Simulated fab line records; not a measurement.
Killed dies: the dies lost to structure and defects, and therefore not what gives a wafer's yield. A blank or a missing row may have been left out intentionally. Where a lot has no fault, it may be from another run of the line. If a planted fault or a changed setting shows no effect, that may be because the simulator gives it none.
fab line records ; flow n5-finfet
[record] lots = 11; wafers = 33; last-day = 17
route steps=1938 shown BEOL_M10@1502
lots untouched by any fault: they come from a run of this same line in which no faults occurred
start-h: hours from the record's opening day to when the first of the lot's shown wafers began ; wait-h: hours elapsed since this lot's preceding step ; " repeats the value in the row above ; L1.1+2: one row covering several wafers at once ; - no value, or no start given ; * or withheld: withheld ; < > ~ a bound
route shown NAME@n: NAME is a module with steps in the file, n the number in the route of the first one ; usual: average and standard deviation across the fault-free wafers ; same: alike in all rows ; chamber/n: place in a boat ; sites: the reading at each site ; _std_site: the standard deviation of these ; _edge_site: mean of outer sites minus mean of inner sites ; radius-mm: how far each site lies from the wafer's centre ; mask NAME#n: copy n ; behind: the tool/chamber that last shaped the wafer ; hold: the reason the lot was held/the length of the hold in hours/how it ended ; device: transistor that didn't switch, given as n, p or np ; end of line: tests of these same wafers at the route's end ; a step without rows: its recipe alone ; killed: count of dies lost to structure and defects at first sort (not the wafer's yield) ; map: per-die view of a wafer (x killed, . not killed, _ where there is no die)
set.NAME: the setting that was run; set.NAME@STEP: the one run at that earlier step ; model.NAME: the simulator's own value behind a step, which no gauge read
one table for each step of the route and one row for each wafer, over a sample of lots
services: a tool's chamber out of use, with start hour (start-h, from the record's first day; less than 0 if before it), hours out, and reason
[[steps]]
[step N5_BEOL_M10_CD_MEAS_28]
[recipe] target-cd-nm = 70; landing-energy-ev = 500; detector = se-inlens; polarity = opening
[usual] cd-nm = 69.4/1.3
[same] landing-energy-ev = 500
lot.wafer;tool;chamber;start-h;wait-h;cd-nm
L812.1;cd-sem-02;0;222.40;-;68.6
L812.2;cd-sem-02;0;222.40;-;68.1
L812.4;cd-sem-02;0;222.40;-;67.3
L813.1;cd-sem-03;0;233.81;-;70.0
L813.2;cd-sem-03;0;233.81;-;67.5
L813.5;cd-sem-03;0;233.81;-;69.6
L814.2;cd-sem-03;0;237.04;-;69.5
L814.3;cd-sem-03;0;237.04;-;68.8
L814.5;cd-sem-03;0;237.04;-;68.8
L815.1;cd-sem-02;0;246.03;-;70.9
L815.2;cd-sem-02;0;246.03;-;70.8
L815.6;cd-sem-02;0;246.03;-;70.5
L816.1;cd-sem-01;0;249.96;-;66.5
L816.2;cd-sem-01;0;249.96;-;67.9
L816.4;cd-sem-01;0;249.96;-;69.8
L817.2;cd-sem-02;0;250.13;-;69.3
L817.3;cd-sem-02;0;250.13;-;68.3
L817.6;cd-sem-02;0;250.13;-;67.3
L825.3;cd-sem-03;0;299.78;-;67.7
L825.4;cd-sem-03;0;299.78;-;68.1
L825.6;cd-sem-03;0;299.78;-;68.1
L824.1;cd-sem-03;0;303.53;-;71.0
L824.3;cd-sem-03;0;303.53;-;71.4
L824.6;cd-sem-03;0;303.53;-;71.1
L829.1;cd-sem-03;0;331.86;-;67.8
L829.5;cd-sem-03;0;331.86;-;68.6
L829.6;cd-sem-03;0;331.86;-;69.7
L830.2;cd-sem-02;0;338.93;-;71.3
L830.4;cd-sem-02;0;338.93;-;70.7
L830.6;cd-sem-02;0;338.93;-;70.2
L833.2;cd-sem-02;0;354.26;-;70.3
L833.3;cd-sem-02;0;354.26;-;69.4
L833.4;cd-sem-02;0;354.26;-;70.0
[step N5_BEOL_M10_OVL_MEAS_29]
[recipe] points-per-wafer = 44
[usual] V9_OVL = 0.6/0.66
lot.wafer;tool;chamber;start-h;wait-h;V9_OVL[nm]
L812.1;overlay-02;0;222.43;0.0;0.1
L812.2;overlay-02;0;222.43;0.0;1.4
L812.4;overlay-02;0;222.43;0.0;0.4
L813.1;overlay-02;0;233.84;0.0;1.3
L813.2;overlay-02;0;233.84;0.0;1.1
L813.5;overlay-02;0;233.84;0.0;1.2
L814.2;overlay-01;0;237.07;0.0;2.9
L814.3;overlay-01;0;237.07;0.0;0.9
L814.5;overlay-01;0;237.07;0.0;1.1
L815.1;overlay-02;0;246.06;0.0;1.7
L815.2;overlay-02;0;246.06;0.0;1.2
L815.6;overlay-02;0;246.06;0.0;1.0
L816.1;overlay-02;0;249.99;0.0;1.5
L816.2;overlay-02;0;249.99;0.0;0.3
L816.4;overlay-02;0;249.99;0.0;-0.1
L817.2;overlay-02;0;250.16;0.0;-0.2
L817.3;overlay-02;0;250.16;0.0;0.3
L817.6;overlay-02;0;250.16;0.0;1.4
L825.3;overlay-02;0;299.81;0.0;0.3
L825.4;overlay-02;0;299.81;0.0;1.3
L825.6;overlay-02;0;299.81;0.0;1.2
L824.1;overlay-01;0;303.56;0.0;0.1
L824.3;overlay-01;0;303.56;0.0;0.1
L824.6;overlay-01;0;303.56;0.0;-0.8
L829.1;overlay-01;0;331.89;0.0;1.0
L829.5;overlay-01;0;331.89;0.0;-0.2
L829.6;overlay-01;0;331.89;0.0;1.1
L830.2;overlay-01;0;338.96;0.0;1.5
L830.4;overlay-01;0;338.96;0.0;0.0
L830.6;overlay-01;0;338.96;0.0;1.9
L833.2;overlay-02;0;354.28;0.0;-0.5
L833.3;overlay-02;0;354.28;0.0;1.1
L833.4;overlay-02;0;354.28;0.0;0.1
[step N5_BEOL_M10_INSPECT_30]
[recipe] mode = adi; inspect-instrument = brightfield
[usual] raw-defect-count = 416/100
lot.wafer;tool;chamber;start-h;wait-h;raw-defect-count
L812.1;defect-inspect-01;-;222.45;0.0;471
L812.2;defect-inspect-01;-;222.45;0.0;340
L812.4;defect-inspect-01;-;222.45;0.0;301
L813.1;defect-inspect-01;-;233.87;0.0;316
L813.2;defect-inspect-01;-;233.87;0.0;349
L813.5;defect-inspect-01;-;233.87;0.0;417
L814.2;defect-inspect-02;-;237.09;0.0;371
L814.3;defect-inspect-02;-;237.09;0.0;443
L814.5;defect-inspect-02;-;237.09;0.0;357
L815.1;defect-inspect-02;-;246.08;0.0;571
L815.2;defect-inspect-02;-;246.08;0.0;609
L815.6;defect-inspect-02;-;246.08;0.0;700
L816.1;defect-inspect-02;-;250.01;0.0;335
L816.2;defect-inspect-02;-;250.01;0.0;451
L816.4;defect-inspect-02;-;250.01;0.0;412
L817.2;defect-inspect-02;-;250.18;0.0;364
L817.3;defect-inspect-02;-;250.18;0.0;449
L817.6;defect-inspect-02;-;250.18;0.0;617
L825.3;defect-inspect-02;-;299.83;0.0;524
L825.4;defect-inspect-02;-;299.83;0.0;596
L825.6;defect-inspect-02;-;299.83;0.0;599
L824.1;defect-inspect-02;-;303.59;0.0;275
L824.3;defect-inspect-02;-;303.59;0.0;286
L824.6;defect-inspect-02;-;303.59;0.0;375
L829.1;defect-inspect-02;-;331.91;0.0;479
L829.5;defect-inspect-02;-;331.91;0.0;404
L829.6;defect-inspect-02;-;331.91;0.0;426
L830.2;defect-inspect-01;-;338.99;0.0;338
L830.4;defect-inspect-01;-;338.99;0.0;261
L830.6;defect-inspect-01;-;338.99;0.0;388
L833.2;defect-inspect-01;-;354.31;0.0;440
L833.3;defect-inspect-01;-;354.31;0.0;470
L833.4;defect-inspect-01;-;354.31;0.0;530
[step N5_BEOL_M10_ETCH_41]
[recipe] chemistry = CH3F/O2; target = SiCN; target-depth-a = 426; taper-deg = 2; time-s = 86; ion-energy-ev = 120; mask-material = TiN; pressure-mtorr = 30; source-w = 395; bias-w = 75; Ar_flow_sccm = 150; CH3F_flow_sccm = 30; O2_flow_sccm = 20
[usual] drypump-motor-current-A = 5.6/0.46; oes-product-au = 0.78/0.087; rf-vpp-V = 297.9/1.8; showerhead-plenum-p-Torr = 2.03/0.085; throttle-valve-pct = 16.38/0.19
lot.wafer;tool;chamber;start-h;wait-h;drypump-motor-current-A;oes-product-au;rf-hours-counter-h;rf-vpp-V;showerhead-plenum-p-Torr;throttle-valve-pct
L812.1;rie-diel-03;3;223.35;-;5.6;0.68;224;299.1;2.06;16.81
L812.2;rie-diel-03;1;223.35;-;5.2;0.88;72;298.5;2.12;16.07
L812.4;rie-diel-03;2;223.35;-;6.0;0.78;172;294.2;1.91;16.37
L813.1;rie-diel-03;3;234.60;-;5.6;0.66;230;298.4;2.05;16.81
L813.2;rie-diel-03;2;234.60;-;6.0;0.76;178;297.3;1.91;16.36
L813.5;rie-diel-03;0;234.60;-;6.2;0.69;-;298.4;2.06;16.66
L814.2;rie-diel-01;1;237.65;-;5.8;0.69;226;295.2;1.90;16.37
L814.3;rie-diel-01;0;237.65;-;6.5;0.80;98;298.4;2.04;16.23
L814.5;rie-diel-01;3;237.65;-;5.7;0.72;-;298.6;2.06;16.38
L815.1;rie-diel-03;1;246.79;-;5.2;0.85;84;298.7;2.11;16.09
L815.2;rie-diel-03;2;246.79;-;6.0;0.76;185;295.4;1.91;16.38
L815.6;rie-diel-03;0;246.79;-;6.3;0.68;-;299.2;2.06;16.67
L816.1;rie-diel-04;3;251.17;-;5.0;0.71;205;295.0;1.91;16.46
L816.2;rie-diel-04;0;251.17;-;5.6;0.85;42;299.9;2.14;16.39
L816.4;rie-diel-04;2;251.17;-;5.1;0.84;66;299.4;2.12;16.15
L817.2;rie-diel-01;1;251.21;-;5.7;0.69;233;294.6;1.90;16.39
L817.3;rie-diel-01;3;251.21;-;5.7;0.71;221;298.5;2.06;16.41
L817.6;rie-diel-01;2;251.21;-;5.1;0.89;-;298.9;2.12;16.34
L825.3;rie-diel-03;3;300.50;-;5.6;1.32;0;298.9;2.05;16.33
L825.4;rie-diel-03;0;300.50;-;6.3;0.67;240;298.4;2.05;16.72
L825.6;rie-diel-03;1;300.50;-;5.2;0.82;-;300.0;2.11;16.14
L824.1;rie-diel-03;3;303.99;-;5.6;1.32;2;299.6;2.05;16.36
L824.3;rie-diel-03;2;303.99;-;6.0;1.00;208;294.1;1.90;16.41
L824.6;rie-diel-03;3;303.99;-;5.6;0.99;-;298.9;2.05;16.35
L829.1;rie-diel-04;0;332.30;-;5.6;0.82;71;300.3;2.13;16.44
L829.5;rie-diel-04;2;332.30;-;5.1;0.81;-;298.6;2.11;16.19
L829.6;rie-diel-04;1;332.30;-;5.8;0.85;-;297.0;1.95;16.25
L830.2;rie-diel-04;1;339.42;-;5.8;0.84;66;297.5;1.95;16.25
L830.4;rie-diel-04;2;339.42;-;5.1;0.81;96;298.3;2.11;16.19
L830.6;rie-diel-04;3;339.42;-;5.1;0.69;-;295.4;1.90;16.52
L833.2;rie-diel-01;2;355.04;-;5.0;0.83;84;298.9;2.11;16.42
L833.3;rie-diel-01;0;355.04;-;6.5;0.74;144;297.1;2.02;16.30
L833.4;rie-diel-01;1;355.04;-;5.7;0.92;14;299.9;2.14;15.93
[[services]]
tool;chamber;start-h;hours;kind
rie-diel-04;1;218.01;6.0;repair
rie-diel-03;3;280.33;-;clean
rie-diel-03;3;280.33;-;consumable-replace:focus-ring
rie-diel-03;3;280.33;19.1;scheduled-down
rie-diel-03;3;280.33;19.1;vent-cycle
rie-diel-01;2;299.64;2.8;repair
rie-diel-01;1;302.48;-;clean
rie-diel-01;1;302.48;-;consumable-replace:focus-ring
rie-diel-01;1;302.48;-;consumable-replace:showerhead
rie-diel-01;1;302.48;17.3;scheduled-down
rie-diel-01;1;302.48;17.3;vent-cycle
rie-diel-01;3;329.51;-;clean
rie-diel-01;3;329.51;-;consumable-replace:focus-ring
rie-diel-01;3;329.51;22.1;scheduled-down
rie-diel-01;3;329.51;22.1;vent-cycle
rie-diel-03;0;334.66;-;clean
rie-diel-03;0;334.66;-;consumable-replace:focus-ring
rie-diel-03;0;334.66;15.4;scheduled-down
rie-diel-03;0;334.66;15.4;vent-cycle
[[key]]
[first-sign] step = N5_BEOL_M10_ETCH_41; reading = oes-product-au; direction = up; sigmas = 4.9; usual = 0.78; struck = 1.21
effect none on later readings
met-at N5_BEOL_M10_ETCH_41
struck-lots L824,L825
struck-wafers L824.1,L824.3,L825.3
not-acting-at N5_BEOL_M10_CD_MEAS_28,N5_BEOL_M10_OVL_MEAS_29,N5_BEOL_M10_INSPECT_30
onset-between 246.79 300.50
[fault] kind = process-parameter-drift; tool = rie-diel-03; chamber = -; onset-h = 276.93; steps = N5_BEOL_M10_ETCH_41; channel = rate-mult; offset = 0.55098; shape = step; end-h = 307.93; scope = struck-wafers-only
